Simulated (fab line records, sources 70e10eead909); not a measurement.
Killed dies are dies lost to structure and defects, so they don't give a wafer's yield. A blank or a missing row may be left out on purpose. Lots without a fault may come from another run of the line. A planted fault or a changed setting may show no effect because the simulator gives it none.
Which tool did it? | flow nand_harc | 10 lots, 30 wafers sampled, at 3 steps of a route of 1302

WHAT THE GAUGES READ, wafer by wafer
NHARC_A_CHANNEL_HOLE_D1_CD_MEAS_10: target cd 100 nm.
lot  | measured     | on        | cd_nm (nm)
L749 | day 8 13:23  | cd_sem-03 | 100.5 100.0 100.0
L750 | day 8 19:41  | cd_sem-01 | 100.1 100.5 99.4
L751 | day 9 10:34  | cd_sem-02 | 99.9 100.2 99.8
L758 | day 12 03:03 | cd_sem-03 | 100.4 100.2 101.0
L763 | day 14 12:00 | cd_sem-02 | 100.5 100.5 100.5
L766 | day 15 10:32 | cd_sem-01 | 93.4 93.4 100.8
L767 | day 16 07:12 | cd_sem-02 | 92.5 92.0 99.3
L770 | day 17 01:38 | cd_sem-03 | 100.6 99.9 99.9
L769 | day 17 01:47 | cd_sem-03 | 100.2 99.7 100.3
L772 | day 18 09:37 | cd_sem-03 | 100.2 100.3 100.7

WHICH TOOL RAN EACH LOT (tool, then ch and the chambers of the sampled wafers, then the start)
lot  | NHARC_A_CHANNEL_HOLE_D1_DEP_00 | NHARC_A_CHANNEL_HOLE_D1_PEB_08
L749 | acl_dep-01 ch 0, day 8 10:44   | litho_track-04 ch 0, day 8 13:18
L750 | acl_dep-01 ch 0, day 8 17:00   | litho_track-06 ch 0, day 8 19:37
L751 | acl_dep-03 ch 0, day 9 08:14   | litho_track-06 ch 0, day 9 10:29
L758 | acl_dep-03 ch 0, day 12 00:32  | litho_track-04 ch 0, day 12 02:59
L763 | acl_dep-01 ch 0, day 14 09:17  | litho_track-04 ch 0, day 14 11:55
L766 | acl_dep-03 ch 0, day 15 07:51  | litho_track-04 ch 0, day 15 10:27
L767 | acl_dep-01 ch 0, day 16 04:35  | litho_track-04 ch 0, day 16 07:07
L770 | acl_dep-02 ch 0, day 16 22:59  | litho_track-01 ch 0, day 17 01:33
L769 | acl_dep-01 ch 0, day 16 23:08  | litho_track-06 ch 0, day 17 01:42
L772 | acl_dep-01 ch 0, day 18 06:59  | litho_track-06 ch 0, day 18 09:32
- NHARC_A_CHANNEL_HOLE_D1_DEP_00: deposits aC, target thk 3100 nm.
- NHARC_A_CHANNEL_HOLE_D1_PEB_08: peb time 65 s.

THE ANSWER, worked out from the rows above alone
Rule: what is usual is taken from the lots themselves. Put in order of their means at a reading, lots are off if they are a third of the lots or fewer, leave a main group of 4 or more, and stand apart from it by a gap of 3 or more times the standard deviation of the main group's means; of several such gaps the widest counts. A main group whose means are all the same, to the digits that the tables above print for the reading, isn't used. A lot without any number at a reading at which 4 lots or more have one is off too. The other lots that the step has rows for count as sound.
Off: L766, L767, at NHARC_A_CHANNEL_HOLE_D1_CD_MEAS_10 (cd_nm). The main group: mean 100.2 nm, standard deviation 0.21.
A tool fits if, at a process step before that reading, it ran every lot that is off, and no sound lot after the first of them. The gauges at NHARC_A_CHANNEL_HOLE_D1_CD_MEAS_10 are tried like those tools. One fits: litho_track-04 at NHARC_A_CHANNEL_HOLE_D1_PEB_08. Its last sound lot is L763 (day 14 11:55), its first lot that is off L766 (day 15 10:27): a fault that began between those two fits.

WHAT THE SIMULATOR HAD PUT IN
Process parameter drift: litho_track-04, from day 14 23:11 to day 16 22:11, at NHARC_A_CHANNEL_HOLE_D1_PEB_08. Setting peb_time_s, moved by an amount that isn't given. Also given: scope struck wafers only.
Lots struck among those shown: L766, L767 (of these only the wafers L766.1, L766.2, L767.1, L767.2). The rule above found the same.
